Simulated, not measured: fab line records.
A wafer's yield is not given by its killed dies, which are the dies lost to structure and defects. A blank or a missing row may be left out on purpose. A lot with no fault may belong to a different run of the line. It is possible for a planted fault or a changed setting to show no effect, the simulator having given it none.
Struck lot and sound lot, side by side ; flow nand harc ; 14 out of 1159 route steps
Sound: wafers L955.4, L955.5, L955.6. Struck: wafers L968.1, L968.6. (L968.4 of the same lot was not struck and is left out.) The cause comes at the end.
Order at every step that has rows: each side's tool, ch and its chambers, its first start. Under that, the readings that differ: sound wafers ; struck wafers ; difference of the means ; sigmas: that difference in standard deviations of wafers without a fault.
alike: readings with means less than 2 such deviations apart, plus words and numbers identical on both sides. not compared: withheld readings, readings lacking a value on some wafer, bounds such as >300 that could conceal the same value, and numbers that have no deviation in the record and whose values overlap.
Wherever a step has rows on one side only, a row that says differs or no value, or a row with sigmas, the two part there. Numbers that have no deviation but don't overlap get no sigmas and don't part them. A reading missing from all wafers of one side parts the sides only when that side holds two or more wafers.

NHARC_A_WL_FILL_CVD_03: deposits W, target thk 40 nm, time 3302 s.
  sound on cvd w-02 ch 0,1, day 16 14:29; struck on cvd w-02 ch 0, day 19 15:39
reading;sound;struck;difference;sigmas
susceptor temp C (C);- - -;300.50 300.11;no value on the sound wafers;
  alike: heater power outer w, heater power w, mfc wf6 sccm, throttle valve pct
NHARC_A_WL_FILL_ETCHBACK_04: etches the open film in NF3, target depth 60 nm, time 120 s.
  sound on rie metal-02 ch 0,1, day 16 16:26; struck on rie metal-03 ch 0,1, day 19 18:59
  alike: drypump motor current A, he backside leak sccm, oes product au, run length s
  not compared: rf hours counter h
NHARC_A_WL_FILL_ETCHBACK_05: etches the open film in Cl2/BCl3, target depth 22 nm, time 60 s.
  sound on rie metal-02 ch 0,1, day 16 16:38; struck on rie metal-03 ch 0,1, day 19 19:15
  alike: drypump motor current A, he backside leak sccm, oes product au, run length s, temp c
  not compared: rf hours counter h
then, 6 steps without rows for these wafers: NHARC_A_WL_FILL_STRIP_27 (strips in N2/H2, time 20 s); NHARC_A_WL_FILL_STRIP_28 (strips in post etch residue remover, time 1200 s); NHARC_A_WL_FILL_PRECLEAN_06 (cleans in DIW, time 300 s); NHARC_A_WL_FILL_SRD_07; NHARC_A_WL_FILL_ANNEAL_08 (time 1800 s); NHARC_A_WL_FILL_ALD_10 (deposits SiO2, target thk 50 nm, pulse time 10 s, ald cycles 500).
NHARC_A_WL_FILL_ETCHBACK_16: etches the open film in C4F8/O2/Ar, target depth 88 nm, time 17.6 s.
  sound: rie diel-10 ch 0,2,3; struck: rie diel-10 ch 1,2
  alike: oes product au, rf vpp V, run length s
  not compared: rf hours counter h
NHARC_A_WL_FILL_STRIP_29: strips in O2, time 20 s.
  sound on rie diel-10 ch 0,2,3, day 17 04:02; struck on rie diel-10 ch 0,1, day 20 05:22
  alike: drypump motor current A, oes product au, rf vpp V, showerhead plenum p Torr, throttle valve pct
  not compared: rf hours counter h
NHARC_A_WL_FILL_ETCHBACK_17: etches the open film in Cl2/BCl3, target depth 4 nm, time 26.7 s.
  sound on rie metal-01 ch 0,1, day 17 04:14; struck on rie metal-01 ch 1, day 20 05:27
reading;sound;struck;difference;sigmas
run length s (s);47.7 47.8 47.8;45.8 45.2;-2.3;-7
  alike: drypump motor current A, he backside leak sccm, oes product au
  not compared: rf hours counter h
then, 1 step without rows for these wafers: NHARC_A_WL_FILL_PRECLEAN_18 (cleans in dHF, time 30 s).
-- jump in the record: it breaks off in module A_WL_FILL and resumes in module END (first step shown: number 1159 of the route), and 4 days separate the struck wafers' starts before and after --
NHARC_END_SORT_01:
  the record has rows for the struck wafers here (prober-01 ch 0, day 24 02:58) and none for the sound ones

WHERE THEY PART
Earliest at NHARC_A_WL_FILL_CVD_03; latest, in this record, at NHARC_END_SORT_01.

WHY: whatever the simulator had introduced
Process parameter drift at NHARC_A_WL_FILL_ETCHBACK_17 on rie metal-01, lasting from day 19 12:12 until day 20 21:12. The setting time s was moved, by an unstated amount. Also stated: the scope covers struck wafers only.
